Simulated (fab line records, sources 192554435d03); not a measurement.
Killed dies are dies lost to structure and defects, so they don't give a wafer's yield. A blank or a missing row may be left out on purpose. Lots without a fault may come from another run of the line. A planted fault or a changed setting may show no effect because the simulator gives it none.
Chamber matching | flow n5_finfet | N5_BEOL_M12_DESCUM_33 on rie_diel-06: 4 sister chambers
The step chemistry O2, time 7.9 s. 4 wafers are shown with their chamber, then 8 later ones without.

WAFERS WITH THEIR CHAMBER
wafer  | chamber | showerhead_plenum_p_Torr (Torr)
L079.1 | 0       | 2.03
L083.4 | 1       | 2.16
L085.5 | 2       | 2.23
L092.1 | 3       | 2.07

WAFERS WITHOUT THEIR CHAMBER
wafer  | showerhead_plenum_p_Torr (Torr)
L092.4 | 2.15
L092.6 | 2.02
L091.2 | 2.15
L091.4 | 2.07
L091.5 | 2.15
L095.1 | 2.02
L095.3 | 2.22
L095.5 | 2.14

WHICH CHAMBER EACH WENT THROUGH
wafer  | from the rows above | in truth
L092.4 | 1                   | 1
L092.6 | 0                   | 0
L091.2 | 1                   | 1
L091.4 | 3                   | 3
L091.5 | 1                   | 1
L095.1 | 0                   | 0
L095.3 | 2                   | 2
L095.5 | 1                   | 1
Placed correctly: 8 of 8. Can't be placed from these rows: 0. Placed wrongly: 0.
How it was worked out, from the rows above alone: a wafer's distance from a chamber is the root of the sum, over the readings, of the square of ((its reading less the chamber's mean) divided by the reading's scatter). The wafer belongs to the nearest chamber; if the next one is less than 2 further off, it can't be placed. A chamber's mean is the mean of its shown wafers. The scatter: with one shown wafer a chamber, the root of the mean of the squares of how far each hidden wafer lies from its nearest shown one.
